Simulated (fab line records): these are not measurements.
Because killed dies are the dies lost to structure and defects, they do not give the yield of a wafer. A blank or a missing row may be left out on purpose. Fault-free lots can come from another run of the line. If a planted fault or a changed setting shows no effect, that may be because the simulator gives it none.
Matching of chambers / flow n5-finfet / 3 sister chambers for N5_BEOL_M5_ILD_DEP_00 on pecvd-01
The step deposits SiCOH lowk from DEMS/porogen, target thk 140.64 nm, time 25.9 s. 16 wafers are shown with their chamber, then 8 later ones without.

## WAFERS WITH THEIR CHAMBER
wafer=L074.4; chamber=1; throttle-valve-pct (%)=14.0; heater-power-w (W)=303; showerhead-plenum-p-Torr (Torr)=5.745
wafer=L074.5; chamber=1; throttle-valve-pct (%)=13.8; heater-power-w (W)=232; showerhead-plenum-p-Torr (Torr)=5.750
wafer=L074.6; chamber=0; throttle-valve-pct (%)=12.6; heater-power-w (W)=299; showerhead-plenum-p-Torr (Torr)=5.757
wafer=L075.1; chamber=0; throttle-valve-pct (%)=13.0; heater-power-w (W)=329; showerhead-plenum-p-Torr (Torr)=5.742
wafer=L075.2; chamber=2; throttle-valve-pct (%)=13.5; heater-power-w (W)=351; showerhead-plenum-p-Torr (Torr)=5.750
wafer=L075.6; chamber=2; throttle-valve-pct (%)=13.4; heater-power-w (W)=361; showerhead-plenum-p-Torr (Torr)=5.746
wafer=L076.3; chamber=0; throttle-valve-pct (%)=12.7; heater-power-w (W)=295; showerhead-plenum-p-Torr (Torr)=5.758
wafer=L076.4; chamber=1; throttle-valve-pct (%)=13.9; heater-power-w (W)=268; showerhead-plenum-p-Torr (Torr)=5.747
wafer=L076.5; chamber=0; throttle-valve-pct (%)=12.5; heater-power-w (W)=303; showerhead-plenum-p-Torr (Torr)=5.757
wafer=L087.2; chamber=1; throttle-valve-pct (%)=13.9; heater-power-w (W)=236; showerhead-plenum-p-Torr (Torr)=5.753
wafer=L087.5; chamber=0; throttle-valve-pct (%)=12.7; heater-power-w (W)=313; showerhead-plenum-p-Torr (Torr)=5.753
wafer=L087.6; chamber=2; throttle-valve-pct (%)=13.8; heater-power-w (W)=414; showerhead-plenum-p-Torr (Torr)=5.752
wafer=L088.3; chamber=2; throttle-valve-pct (%)=13.9; heater-power-w (W)=404; showerhead-plenum-p-Torr (Torr)=5.733
wafer=L088.4; chamber=1; throttle-valve-pct (%)=14.1; heater-power-w (W)=297; showerhead-plenum-p-Torr (Torr)=5.732
wafer=L088.6; chamber=2; throttle-valve-pct (%)=13.6; heater-power-w (W)=331; showerhead-plenum-p-Torr (Torr)=5.748
wafer=L094.1; chamber=2; throttle-valve-pct (%)=13.9; heater-power-w (W)=384; showerhead-plenum-p-Torr (Torr)=5.754

SIGNATURES (averages over the wafers above)
reading=throttle-valve-pct; chamber 0=12.700; chamber 1=13.940; chamber 2=13.683; scatter within a chamber=0.18
reading=heater-power-w; chamber 0=307.80; chamber 1=267.20; chamber 2=374.17; scatter within a chamber=28.1
reading=showerhead-plenum-p-Torr; chamber 0=5.75340; chamber 1=5.74540; chamber 2=5.74717; scatter within a chamber=0.00744
Rule: a wafer lies at a distance from a chamber equal to the root of the sum of squares, over the readings, of (its reading less the chamber's mean, divided by the reading's scatter). If the next closest chamber is less than 2 further off than the closest, the wafer can't be placed; otherwise it belongs to the closest. The scatter: take each reading less its chamber's mean, square it, sum over the shown wafers, divide by the number of wafers less the number of chambers, and take the root.

## WAFERS WITH NO CHAMBER GIVEN
wafer=L094.2; throttle-valve-pct (%)=14.2; heater-power-w (W)=292; showerhead-plenum-p-Torr (Torr)=5.763
wafer=L094.6; throttle-valve-pct (%)=13.9; heater-power-w (W)=297; showerhead-plenum-p-Torr (Torr)=5.742
wafer=L095.1; throttle-valve-pct (%)=12.8; heater-power-w (W)=308; showerhead-plenum-p-Torr (Torr)=5.744
wafer=L095.3; throttle-valve-pct (%)=13.7; heater-power-w (W)=346; showerhead-plenum-p-Torr (Torr)=5.752
wafer=L095.5; throttle-valve-pct (%)=13.8; heater-power-w (W)=299; showerhead-plenum-p-Torr (Torr)=5.758
wafer=L097.2; throttle-valve-pct (%)=13.9; heater-power-w (W)=282; showerhead-plenum-p-Torr (Torr)=5.754
wafer=L097.4; throttle-valve-pct (%)=13.0; heater-power-w (W)=327; showerhead-plenum-p-Torr (Torr)=5.744
wafer=L097.6; throttle-valve-pct (%)=13.9; heater-power-w (W)=293; showerhead-plenum-p-Torr (Torr)=5.753

## WHICH CHAMBER EACH WENT THROUGH
wafer=L094.2; from the rows above=can't be placed: 1 or 2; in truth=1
wafer=L094.6; from the rows above=can't be placed: 1 or 2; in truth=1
wafer=L095.1; from the rows above=0; in truth=0
wafer=L095.3; from the rows above=2; in truth=2
wafer=L095.5; from the rows above=can't be placed: 1 or 2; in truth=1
wafer=L097.2; from the rows above=1; in truth=1
wafer=L097.4; from the rows above=can't be placed: 0 or 2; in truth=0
wafer=L097.6; from the rows above=can't be placed: 1 or 2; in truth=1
Correctly placed: 3 of 8. These rows do not allow placing 5 (true chamber among the candidates in 5). Placed wrongly: 0.
